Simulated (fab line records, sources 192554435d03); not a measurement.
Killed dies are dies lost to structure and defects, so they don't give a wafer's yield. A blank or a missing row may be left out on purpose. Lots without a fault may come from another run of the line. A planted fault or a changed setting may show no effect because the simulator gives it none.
Chamber matching | flow n5_finfet | N5_BEOL_M6_DESCUM_16 on rie_diel-04: 4 sister chambers
The step chemistry O2, time 7.9 s. 8 wafers are shown with their chamber, then 8 later ones without.

WAFERS WITH THEIR CHAMBER
wafer  | chamber | showerhead_plenum_p_Torr (Torr) | throttle_valve_pct (%)
L115.5 | 2       | 2.16                            | 20.57
L117.2 | 3       | 2.00                            | 20.75
L117.4 | 0       | 2.18                            | 20.53
L117.5 | 1       | 2.12                            | 20.63
L118.2 | 2       | 2.16                            | 20.58
L118.5 | 1       | 2.12                            | 20.64
L118.6 | 0       | 2.17                            | 20.51
L119.2 | 3       | 2.00                            | 20.75

WAFERS WITHOUT THEIR CHAMBER
wafer  | showerhead_plenum_p_Torr (Torr) | throttle_valve_pct (%)
L119.3 | 2.11                            | 20.67
L119.4 | 2.15                            | 20.60
L123.1 | 2.00                            | 20.78
L123.3 | 2.17                            | 20.57
L123.4 | 2.15                            | 20.58
L128.1 | 2.17                            | 20.57
L128.4 | 2.11                            | 20.70
L128.6 | 2.11                            | 20.66

WHICH CHAMBER EACH WENT THROUGH
wafer  | from the rows above | in truth
L119.3 | 1                   | 1
L119.4 | 2                   | 2
L123.1 | 3                   | 3
L123.3 | 2                   | 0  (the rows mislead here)
L123.4 | 2                   | 2
L128.1 | 2                   | 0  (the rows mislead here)
L128.4 | 1                   | 1
L128.6 | 1                   | 1
Placed correctly: 6 of 8. Can't be placed from these rows: 0. Placed wrongly: 2.
How it was worked out, from the rows above alone: a wafer's distance from a chamber is the root of the sum, over the readings, of the square of ((its reading less the chamber's mean) divided by the reading's scatter). The wafer belongs to the nearest chamber; if the next one is less than 2 further off, it can't be placed. A chamber's mean is the mean of its shown wafers. The scatter: the root of (the sum of the squares of (reading less its chamber's mean) over the shown wafers, divided by (wafers less chambers)).
